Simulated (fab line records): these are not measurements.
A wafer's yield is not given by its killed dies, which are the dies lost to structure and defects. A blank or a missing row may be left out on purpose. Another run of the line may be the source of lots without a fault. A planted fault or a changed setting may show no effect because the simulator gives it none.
Matching of chambers    flow nand-harc    NHARC_A_CONTACT_ALD_18 on ald-metal-02 has 4 sister chambers
The step deposits TiN, target thk 3 nm, pulse time 1 s, ald cycles 150. 8 wafers are shown with their chamber, then 8 later ones without.

== WAFERS PAIRED WITH THEIR CHAMBERS ==
wafer   chamber  heater-power-outer-w (W)  heater-power-w (W)
L845.3  3        674                       983
L845.4  0        577                       959
L846.3  1        551                       947
L849.4  0        570                       969
L851.2  2        633                       933
L851.3  1        560                       929
L851.5  3        675                       982
L856.2  2        654                       929

== WAFERS WHOSE CHAMBER IS MISSING ==
wafer   heater-power-outer-w (W)  heater-power-w (W)
L856.4  672                       1009
L856.5  583                       989
L859.1  557                       932
L859.4  670                       1035
L859.5  550                       918
L850.1  587                       965
L850.2  568                       940
L850.6  587                       960

== WHICH CHAMBER EACH ONE RAN IN ==
wafer   from the rows above      in truth
L856.4  3                        3
L856.5  0                        0
L859.1  1                        1
L859.4  3                        3
L859.5  1                        1
L850.1  0                        0
L850.2  can't be placed: 1 or 0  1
L850.6  0                        0
7 of 8 placed correctly. Not placeable from these rows: 1 (in 1, the candidates include the true chamber). 0 placed wrongly.
How it was worked out, from the rows above alone: a wafer's distance from a chamber is the root of the sum, over the readings, of the square of ((its reading less the chamber's mean) divided by the reading's scatter). The wafer belongs to the nearest chamber; if the next one is less than 2 further off, it can't be placed. For every chamber, the mean is computed from those of its wafers that are shown. How the scatter is found: for the shown wafers, subtract from each reading the mean of its chamber, square and add these, divide the total by (wafers less chambers), then take the root.
